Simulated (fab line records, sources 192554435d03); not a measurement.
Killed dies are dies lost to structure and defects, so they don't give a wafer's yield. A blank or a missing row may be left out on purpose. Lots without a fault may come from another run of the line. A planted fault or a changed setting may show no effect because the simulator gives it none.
A struck lot beside a sound one | flow n5_finfet | 15 steps out of a route of 1938
Sound: wafers L341.2, L341.4, L341.5. Struck: wafer L359.1. (L359.5, L359.6 of the same lot were not struck and are left out.) The cause comes at the end.
At each step with rows: each side's tool, then ch and its chambers, then its first start. Under that, the readings that differ: sound wafers | struck wafers | difference of the means | sigmas: that difference in standard deviations of wafers without a fault.
alike: readings whose means differ by less than 2 such deviations, and words and numbers that are the same on both sides. not compared: withheld readings, readings that some wafer has no value for, bounds like >300 that may hide the same value, and numbers for which the record gives no deviation and whose values overlap.
The two part at a step that has a row with sigmas, a row that says differs or no value, or rows on one side only. Numbers that don't overlap but have no deviation are shown without sigmas and don't part them. A reading that every wafer of one side lacks parts them only if that side has two wafers or more.

first, 7 steps without rows for these wafers: N5_BEOL_M11_COAT_64 (time 60 s, resist thk 30 nm); N5_BEOL_M11_COAT_22 (resist thk 90 nm); N5_BEOL_M11_EBR_24; N5_BEOL_M11_SOFTBAKE_23 (time 60 s); N5_BEOL_M11_EXPOSE_25 (exposes mask V10); N5_BEOL_M11_PEB_26 (peb time 60 s); N5_BEOL_M11_DEVELOP_27 (develop time 30 s).
N5_BEOL_M11_CD_MEAS_28: target cd 70 nm.
  sound on cd_sem-01 ch 0, day 11 08:22; struck on cd_sem-03 ch 0, day 15 09:24
  reading    | sound          | struck | difference | sigmas
  cd_nm (nm) | 68.3 68.8 66.8 | 71.6   | +3.6       | +3
N5_BEOL_M11_OVL_MEAS_29:
  sound on overlay-02 ch 0, day 11 08:23; struck on overlay-01 ch 0, day 15 09:26
  alike: V10_OVL
N5_BEOL_M11_INSPECT_30: inspects for defects (brightfield).
  sound on defect_inspect-02, day 11 08:25; struck on defect_inspect-02, day 15 09:27
  alike: raw_defect_count
N5_BEOL_M11_DESCUM_33: chemistry O2, time 7.9 s.
  sound on rie_diel-01 ch 1,3, day 11 08:26; struck on rie_diel-05 ch 0, day 15 09:29
  alike: drypump_motor_current_A, oes_product_au, rf_vpp_V, showerhead_plenum_p_Torr, throttle_valve_pct
  not compared: rf_hours_counter_h
N5_BEOL_M11_ETCH_65: etches SiARC in CF4, target depth 39 nm, time 65 s.
  sound on rie_diel-01 ch 1,3, day 11 08:29; struck on rie_diel-05 ch 0, day 15 09:31
  alike: drypump_motor_current_A, etch_rf_on_time_s, oes_product_au, rf_vpp_V, showerhead_plenum_p_Torr, throttle_valve_pct
  not compared: rf_hours_counter_h
N5_BEOL_M11_ETCH_66: etches SOC in N2/H2, target depth 120 nm, overetch 24 nm, time 180 s.
  sound on rie_diel-01 ch 1,3, day 11 08:32; struck on rie_diel-05 ch 0, day 15 09:34
  reading                                     | sound          | struck | difference | sigmas
  model.SiARC_of_BEOL_M11_COAT_64.thk_nm (nm) | 22.4 22.8 22.8 | 17.6   | -5.1       |
  alike: drypump_motor_current_A, oes_product_au, rf_vpp_V, showerhead_plenum_p_Torr, throttle_valve_pct
  not compared: rf_hours_counter_h
then, 1 step without rows for these wafers: N5_BEOL_M11_STRIP_69 (strips in N2/H2).
N5_PASSIVATION_PROBE_49:
  the record has rows for the sound wafers here (prober-02, day 13 01:46) and none for the struck ones

WHERE THEY PART
First at N5_BEOL_M11_CD_MEAS_28; last, within this record, at N5_PASSIVATION_PROBE_49.

WHY: what the simulator had put in
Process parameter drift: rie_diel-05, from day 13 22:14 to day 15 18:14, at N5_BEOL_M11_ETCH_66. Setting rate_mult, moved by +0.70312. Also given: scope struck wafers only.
